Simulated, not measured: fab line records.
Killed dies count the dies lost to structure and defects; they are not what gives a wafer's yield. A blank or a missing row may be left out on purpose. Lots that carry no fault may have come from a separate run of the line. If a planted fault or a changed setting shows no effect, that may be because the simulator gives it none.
Chamber matching :: flow n5-finfet :: N5_SD_EPI_P_ETCH_37 on rie-diel-06: 4 sister chambers
The step etches SOC in N2/H2, overetch 108 nm, time 486 s. 4 wafers are shown with their chamber, then 11 later ones without.

WAFERS WITH THEIR CHAMBER
wafer: L082.4
chamber: 0
showerhead-plenum-p-Torr (Torr): 2.49

wafer: L087.2
chamber: 1
showerhead-plenum-p-Torr (Torr): 2.41

wafer: L090.6
chamber: 3
showerhead-plenum-p-Torr (Torr): 2.44

wafer: L092.2
chamber: 2
showerhead-plenum-p-Torr (Torr): 2.61

WAFERS WITHOUT THEIR CHAMBER
wafer: L092.5
showerhead-plenum-p-Torr (Torr): 2.43

wafer: L092.6
showerhead-plenum-p-Torr (Torr): 2.48

wafer: L093.3
showerhead-plenum-p-Torr (Torr): 2.72

wafer: L093.4
showerhead-plenum-p-Torr (Torr): 2.43

wafer: L093.5
showerhead-plenum-p-Torr (Torr): 2.73

wafer: L095.1
showerhead-plenum-p-Torr (Torr): 2.72

wafer: L095.5
showerhead-plenum-p-Torr (Torr): 2.48

wafer: L095.6
showerhead-plenum-p-Torr (Torr): 2.72

wafer: L097.1
showerhead-plenum-p-Torr (Torr): 2.61

wafer: L097.4
showerhead-plenum-p-Torr (Torr): 2.61

wafer: L097.5
showerhead-plenum-p-Torr (Torr): 2.43

WHICH CHAMBER EACH ONE RAN IN
wafer: L092.5
from the rows above: can't be placed: 3 or 1 or 0
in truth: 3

wafer: L092.6
from the rows above: can't be placed: 0 or 3 or 1 or 2
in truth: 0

wafer: L093.3
from the rows above: can't be placed: 2 or 0
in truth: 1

wafer: L093.4
from the rows above: can't be placed: 3 or 1 or 0
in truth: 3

wafer: L093.5
from the rows above: can't be placed: 2 or 0
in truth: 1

wafer: L095.1
from the rows above: can't be placed: 2 or 0
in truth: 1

wafer: L095.5
from the rows above: can't be placed: 0 or 3 or 1 or 2
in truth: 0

wafer: L095.6
from the rows above: can't be placed: 2 or 0
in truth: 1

wafer: L097.1
from the rows above: can't be placed: 2 or 0
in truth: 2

wafer: L097.4
from the rows above: can't be placed: 2 or 0
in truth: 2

wafer: L097.5
from the rows above: can't be placed: 3 or 1 or 0
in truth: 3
Placed correctly: 0 of 11. From these rows, 11 cannot be placed; in 7 the true chamber is one of the candidates. Placed wrongly: 0.
How it was worked out, from the rows above alone: a wafer's distance from a chamber is the root of the sum, over the readings, of the square of ((its reading less the chamber's mean) divided by the reading's scatter). If the next closest chamber is less than 2 further off than the closest, the wafer can't be placed; otherwise it belongs to the closest. For every chamber, the mean is computed from those of its wafers that are shown. The scatter: with one shown wafer a chamber, the root of the mean of the squares of how far each hidden wafer lies from its nearest shown one.
